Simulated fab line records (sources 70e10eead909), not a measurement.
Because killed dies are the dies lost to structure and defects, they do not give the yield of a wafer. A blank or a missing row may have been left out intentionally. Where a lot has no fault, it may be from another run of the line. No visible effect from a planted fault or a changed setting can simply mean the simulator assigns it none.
fab line records + flow nand_harc + part 2 of 2: steps 19 to 25 of 25
[record]
- lots = 5
- wafers = 15
- last_day = 22
route steps=1159 shown A_CONTACT@931
lots untouched by any fault: they come from a run of this same line in which no faults occurred
start_h: start of the lot's first displayed wafer, in hours after the record's first day + wait_h: how many hours have passed since the lot's step before this one + " repeats the value in the row above + L1.1+2: a single row standing in for several wafers + - no value, or no start was given + * or withheld: withheld + < > ~ a bound
route shown NAME@n: names a module that has steps shown in the file, with the first one's number in the route + usual: mean/standard deviation taken from wafers without a fault + same: alike in all rows + chamber/n: place in a boat + sites: each site's reading + _std_site: the values' standard deviation + _edge_site: outer sites' mean less inner sites' + radius_mm: for every site, how far away it sits from the centre of the wafer + mask NAME#n: copy n + behind: tool/chamber where the wafer was last shaped + hold: reason for holding the lot/hours on hold/outcome of the hold + device: the transistor (n, p or np) that didn't switch + end of line: at the end of the route, the tests of the same wafers + for a step that has no rows: nothing shown but its recipe + killed: dies lost to structure and defects at the first sort, not the wafer's yield + map: dies across one wafer; x = killed, . = not, _ = none there
set.NAME: the setting the step ran with; set.NAME@STEP: the setting that earlier step ran with + model.NAME: the simulator's own value behind a step, which no gauge read
lots seen at some steps along the route; tables by step, rows by wafer
services: when a tool's chamber went out of use (start_h, in hours from the record's first day, below 0 if earlier), for how many hours, and the reason
[[steps]]
[step NHARC_A_CONTACT_ETCH_92]
[recipe]
- target_depth_a = 400
- over_etch_frac = 0.5
- time_s = 85.7
- ion_energy_ev = 120
- ch3f_flow_sccm = 50
- o2_flow_sccm = 30
- ar_flow_sccm = 200
- rf_w = 500
- bias_w = 100
- chemistry = CH3F/O2
[usual]
- bias_w = 99.98/0.28
- drypump_motor_current_A = 5.7/0.4
- oes_product_au = 0.934/0.023
- rf_vpp_V = 244.6/1.4
- showerhead_plenum_p_Torr = 2.47/0.078
- throttle_valve_pct = 20.663/0.0093
| lot.wafer | tool        | chamber | start_h | wait_h | bias_w | drypump_motor_current_A | oes_product_au | rf_hours_counter_h | rf_vpp_V | showerhead_plenum_p_Torr | throttle_valve_pct |
|-----------|-------------|---------|---------|--------|--------|-------------------------|----------------|--------------------|----------|--------------------------|--------------------|
| L076.1    | rie_diel-05 | 0       | 390.16  | 0.4    | 99.65  | 5.4                     | 0.920          | 7                  | 246.0    | 2.50                     | 20.655             |
| L076.4    | "           | 1       | "       | "      | 100.21 | 5.2                     | 0.915          | 9                  | 245.0    | 2.51                     | 20.655             |
| L076.3    | "           | 2       | "       | "      | 100.02 | 6.4                     | 0.947          | 8                  | 241.7    | 2.33                     | 20.670             |
| L075.2    | rie_diel-05 | 1       | 400.86  | 0.4    | 100.34 | 5.2                     | 0.910          | 11                 | 244.7    | 2.51                     | 20.660             |
| L075.3    | "           | 0       | "       | "      | 99.61  | 5.4                     | 0.929          | 10                 | 244.7    | 2.50                     | 20.673             |
| L075.5    | "           | 2       | "       | "      | 99.76  | 6.4                     | 0.938          | -                  | 242.1    | 2.33                     | 20.665             |
| L077.1    | rie_diel-13 | 2       | 416.90  | 0.3    | 100.10 | 6.0                     | 1.016          | 46                 | 245.6    | 2.57                     | 20.669             |
| L077.2    | "           | 0       | "       | "      | 99.86  | 5.6                     | 1.005          | 50                 | 245.6    | 2.61                     | 20.651             |
| L077.5    | "           | 2       | "       | "      | 99.63  | 6.0                     | 1.016          | -                  | 246.1    | 2.57                     | 20.664             |
| L084.1    | rie_diel-05 | 1       | 461.13  | 0.4    | 99.23  | 5.1                     | 0.916          | 22                 | 245.2    | 2.51                     | 20.658             |
| L084.6    | "           | 1       | "       | "      | 99.92  | 5.2                     | 0.918          | -                  | 244.7    | 2.51                     | 20.647             |
| L084.4    | "           | 2       | "       | "      | 100.06 | 6.4                     | 0.933          | -                  | 243.6    | 2.33                     | 20.650             |
| L089.3    | rie_diel-13 | 3       | 472.36  | 0.3    | 99.79  | 5.6                     | 0.944          | 5                  | 245.9    | 2.56                     | 20.672             |
| L089.1    | "           | 0       | "       | "      | 100.02 | 5.6                     | 0.918          | 6                  | 247.5    | 2.60                     | 20.656             |
| L089.4    | "           | 1       | "       | "      | 100.24 | 5.6                     | 0.916          | 6                  | 245.8    | 2.55                     | 20.677             |
[step NHARC_A_CONTACT_ETCH_98]
[recipe]
- target_depth_a = 200
- over_etch_frac = 0.5
- time_s = 10
- ion_energy_ev = 250
- c4f6_flow_sccm = 25
- o2_flow_sccm = 20
- ar_flow_sccm = 500
- rf_w = 600
- bias_w = 500
- chemistry = C4F6/O2
[usual]
- bias_w = 500.0/1.6
- drypump_motor_current_A = 5.8/0.4
- oes_product_au = 0.961/0.021
- rf_vpp_V = 547.4/2.6
- showerhead_plenum_p_Torr = 3.95/0.12
- throttle_valve_pct = 26.903/0.0088
| lot.wafer | tool        | chamber | start_h | wait_h | bias_w | drypump_motor_current_A | oes_product_au | rf_hours_counter_h | rf_vpp_V | showerhead_plenum_p_Torr | throttle_valve_pct |
|-----------|-------------|---------|---------|--------|--------|-------------------------|----------------|--------------------|----------|--------------------------|--------------------|
| L076.1    | rie_diel-05 | 2       | -       | -      | 500.6  | 6.5                     | 0.978          | 9                  | 542.1    | 3.74                     | 26.910             |
| L076.4    | "           | 3       | "       | "      | 500.8  | 5.4                     | 0.960          | 7                  | 546.9    | 3.89                     | 26.903             |
| L076.3    | "           | 0       | "       | "      | 500.0  | 5.4                     | 0.955          | 8                  | 548.3    | 3.99                     | 26.902             |
| L075.2    | rie_diel-05 | 1       | -       | -      | 499.3  | 5.2                     | 0.937          | 11                 | 549.0    | 4.00                     | 26.897             |
| L075.3    | "           | 0       | "       | "      | 500.1  | 5.4                     | 0.963          | 10                 | 549.3    | 3.99                     | 26.903             |
| L075.5    | "           | 1       | "       | "      | 497.1  | 5.2                     | 0.950          | -                  | 550.1    | 4.00                     | 26.907             |
| L077.2    | rie_diel-13 | 3       | -       | -      | 500.1  | 5.6                     | 0.992          | 47                 | 549.4    | 4.09                     | 26.902             |
| L077.1    | "           | 0       | "       | "      | 498.7  | 5.6                     | 1.010          | 50                 | 552.0    | 4.15                     | 26.889             |
| L077.5    | "           | 3       | "       | "      | 501.6  | 5.6                     | 0.991          | -                  | 551.1    | 4.09                     | 26.911             |
| L084.1    | rie_diel-05 | 2       | 461.27  | 0.1    | 499.8  | 6.4                     | 0.970          | 23                 | 543.3    | 3.73                     | 26.900             |
| L084.6    | "           | 2       | "       | "      | 500.9  | 6.4                     | 0.957          | -                  | 543.8    | 3.73                     | 26.905             |
| L084.4    | "           | 1       | "       | "      | 500.4  | 5.2                     | 0.939          | -                  | 549.3    | 4.00                     | 26.904             |
| L089.4    | rie_diel-13 | 3       | -       | -      | 500.5  | 5.6                     | 0.967          | 5                  | 550.4    | 4.08                     | 26.896             |
| L089.3    | "           | 0       | "       | "      | 499.9  | 5.6                     | 0.936          | 6                  | 551.5    | 4.14                     | 26.896             |
| L089.1    | "           | 1       | "       | "      | 498.9  | 5.6                     | 0.929          | 6                  | 551.9    | 4.07                     | 26.918             |
[step NHARC_A_CONTACT_CD_MEAS_15]
[usual]
- cd_nm = 89.8/0.79
| lot.wafer | tool      | chamber | start_h | wait_h | cd_nm |
|-----------|-----------|---------|---------|--------|-------|
| L076.1    | cd_sem-01 | -       | 390.53  | -      | 90.4  |
| L076.3    | "         | -       | "       | "      | 90.8  |
| L076.4    | "         | -       | "       | "      | 89.5  |
| L075.2    | cd_sem-02 | -       | 401.08  | -      | 88.6  |
| L075.3    | "         | -       | "       | "      | 90.2  |
| L075.5    | "         | -       | "       | "      | 89.8  |
| L077.1    | cd_sem-01 | -       | 417.12  | -      | 90.7  |
| L077.2    | "         | -       | "       | "      | 89.4  |
| L077.5    | "         | -       | "       | "      | 90.1  |
| L084.1    | cd_sem-02 | -       | 461.36  | -      | 89.8  |
| L084.4    | "         | -       | "       | "      | 90.3  |
| L084.6    | "         | -       | "       | "      | 89.6  |
| L089.1    | cd_sem-02 | -       | 472.57  | -      | 89.7  |
| L089.3    | "         | -       | "       | "      | 89.1  |
| L089.4    | "         | -       | "       | "      | 89.3  |
[step NHARC_A_CONTACT_STRIP_107]
[recipe]
- n2_flow_sccm = 150
- h2_flow_sccm = 150
- ar_flow_sccm = 0
- bias_w = 0
- chemistry = N2/H2
| lot.wafer  | tool        | chamber | start_h | wait_h |
|------------|-------------|---------|---------|--------|
| L076.1+4+3 | rie_diel-07 | 1,2,0   | 390.61  | 0.1    |
| L075.3+2+5 | rie_diel-05 | 2,1,3   | 401.15  | 0.1    |
| L077.2+1+5 | rie_diel-07 | 0,3,1   | 417.20  | 0.1    |
| L084.1+4+6 | rie_diel-07 | 3,2,0   | 461.48  | 0.1    |
| L089.4+3+1 | rie_diel-13 | 3,0,1   | 472.66  | 0.1    |
[step NHARC_A_CONTACT_STRIP_108]
[recipe]
- cf4_flow_sccm = 100
- chf3_flow_sccm = 30
- ar_flow_sccm = 0
- bias_w = 0
- chemistry = CF4/CHF3
| lot.wafer  | tool        | chamber | start_h | wait_h |
|------------|-------------|---------|---------|--------|
| L076.4+1+3 | rie_diel-07 | 2,3,1   | 390.70  | 0.1    |
| L075.2+3+5 | rie_diel-05 | 3,0,2   | 401.25  | 0.1    |
| L077.1+2+5 | rie_diel-07 | 3,0,3   | 417.29  | 0.1    |
| L084.1+4+6 | rie_diel-07 | 1,3,2   | 461.65  | 0.2    |
| L089.3+4+1 | rie_diel-13 | 2,3,0   | 472.75  | 0.1    |
[step NHARC_A_CONTACT_STRIP_109]
[recipe]
- o2_flow_sccm = 400
- cos_flow_sccm = 20
- ar_flow_sccm = 0
- bias_w = 0
- chemistry = O2/COS
| lot.wafer  | tool        | chamber | start_h | wait_h |
|------------|-------------|---------|---------|--------|
| L076.1+3+4 | rie_diel-07 | 0,1,2   | 390.77  | 0.1    |
| L075.3+2+5 | rie_diel-05 | 3,2,3   | 401.31  | 0.1    |
| L077.2+1+5 | rie_diel-07 | 1,2,0   | 417.36  | 0.1    |
| L084.1+4+6 | rie_diel-07 | 0,1,0   | 461.78  | 0.1    |
| L089.4+3+1 | rie_diel-13 | 1,2,0   | 472.81  | 0.1    |
[step NHARC_A_CONTACT_ETCH_110]
[recipe]
- target_depth_a = 500
- overetch_a = 50
- time_s = 27.5
- ion_energy_ev = 100
- cf4_flow_sccm = 80
- o2_flow_sccm = 20
- ar_flow_sccm = 0
- rf_w = 300
- bias_w = 100
- chemistry = CF4/O2
[usual]
- bias_w = 100.01/0.29
- drypump_motor_current_A = 5.7/0.4
- oes_product_au = 1.003/0.014
- rf_vpp_V = 198.0/1.1
- showerhead_plenum_p_Torr = 1.34/0.046
- throttle_valve_pct = 13.397/0.0074
| lot.wafer | tool        | chamber | start_h | wait_h | bias_w | drypump_motor_current_A | oes_product_au | rf_hours_counter_h | rf_vpp_V | showerhead_plenum_p_Torr | throttle_valve_pct |
|-----------|-------------|---------|---------|--------|--------|-------------------------|----------------|--------------------|----------|--------------------------|--------------------|
| L076.1    | rie_diel-07 | 3       | 390.83  | 0.1    | 99.88  | 5.8                     | 0.998          | 50                 | 197.9    | 1.35                     | 13.404             |
| L076.4    | "           | 0       | "       | "      | 100.48 | 6.3                     | 1.011          | 54                 | 197.8    | 1.31                     | 13.403             |
| L076.3    | "           | 1       | "       | "      | 100.21 | 6.1                     | 1.004          | 54                 | 197.3    | 1.33                     | 13.409             |
| L075.2    | rie_diel-05 | 1       | 401.48  | 0.2    | 100.10 | 5.2                     | 0.987          | 11                 | 198.8    | 1.36                     | 13.400             |
| L075.3    | "           | 2       | "       | "      | 100.15 | 6.4                     | 1.009          | 12                 | 197.1    | 1.27                     | 13.397             |
| L075.5    | "           | 3       | "       | "      | 100.25 | 5.4                     | 1.008          | -                  | 197.2    | 1.32                     | 13.398             |
| L077.2    | rie_diel-07 | 2       | 417.42  | 0.1    | 99.98  | 5.8                     | 1.028          | 1                  | 198.3    | 1.33                     | 13.391             |
| L077.1    | "           | 0       | "       | "      | 99.94  | 6.3                     | 0.991          | 0                  | 197.2    | 1.31                     | 13.386             |
| L077.5    | "           | 2       | "       | "      | 100.16 | 5.8                     | 1.029          | -                  | 197.5    | 1.33                     | 13.395             |
| L084.1    | rie_diel-07 | 3       | 461.98  | 0.2    | 100.16 | 5.8                     | 1.017          | 18                 | 197.9    | 1.35                     | 13.398             |
| L084.4    | "           | 1       | "       | "      | 100.19 | 6.0                     | 0.988          | 18                 | 197.9    | 1.33                     | 13.404             |
| L084.6    | "           | 3       | "       | "      | 100.27 | 5.8                     | 1.018          | -                  | 198.3    | 1.35                     | 13.399             |
| L089.1    | rie_diel-13 | 3       | 472.87  | 0.0    | 99.32  | 5.6                     | 1.022          | 5                  | 199.3    | 1.39                     | 13.397             |
| L089.3    | "           | 0       | "       | "      | 99.99  | 5.6                     | 0.991          | 6                  | 200.2    | 1.41                     | 13.396             |
| L089.4    | "           | 1       | "       | "      | 100.20 | 5.6                     | 0.988          | 6                  | 200.5    | 1.39                     | 13.393             |
[[services]]
| tool            | chamber | start_h | hours | kind                          |
|-----------------|---------|---------|-------|-------------------------------|
| arfi_scanner-01 | -       | 368.00  | 4.0   | pm                            |
| rie_diel-13     | -       | 377.73  | 0.4   | repair                        |
| rie_diel-07     | 0       | 384.63  | -     | clean                         |
| rie_diel-07     | 1       | 384.63  | -     | clean                         |
| rie_diel-07     | 2       | 384.63  | -     | clean                         |
| rie_diel-07     | 3       | 384.63  | -     | clean                         |
| rie_diel-05     | 1       | 392.31  | 2.7   | repair                        |
| arfi_scanner-03 | -       | 401.68  | 13.8  | repair                        |
| rie_diel-07     | -       | 405.27  | 9.0   | pm                            |
| rie_diel-07     | 0       | 405.27  | 9.0   | vent_cycle                    |
| rie_diel-07     | 1       | 405.27  | 9.0   | vent_cycle                    |
| rie_diel-07     | 2       | 405.27  | 9.0   | vent_cycle                    |
| rie_diel-07     | 3       | 405.27  | 9.0   | vent_cycle                    |
| rie_diel-07     | 0       | 414.27  | -     | clean                         |
| rie_diel-07     | 1       | 414.27  | -     | clean                         |
| rie_diel-07     | 1       | 414.27  | -     | consumable_replace:focus_ring |
| rie_diel-07     | 2       | 414.27  | -     | clean                         |
| arfi_scanner-02 | -       | 428.00  | 4.0   | pm                            |
| rie_diel-05     | 3       | 429.14  | 11.9  | repair                        |
| arfi_scanner-03 | -       | 437.75  | 11.6  | repair                        |
| litho_track-01  | -       | 443.00  | 7.0   | pm                            |
| rie_diel-13     | -       | 453.44  | 9.0   | pm                            |
| litho_track-06  | -       | 467.00  | 7.0   | pm                            |
| arfi_scanner-02 | -       | 470.59  | 0.7   | repair                        |
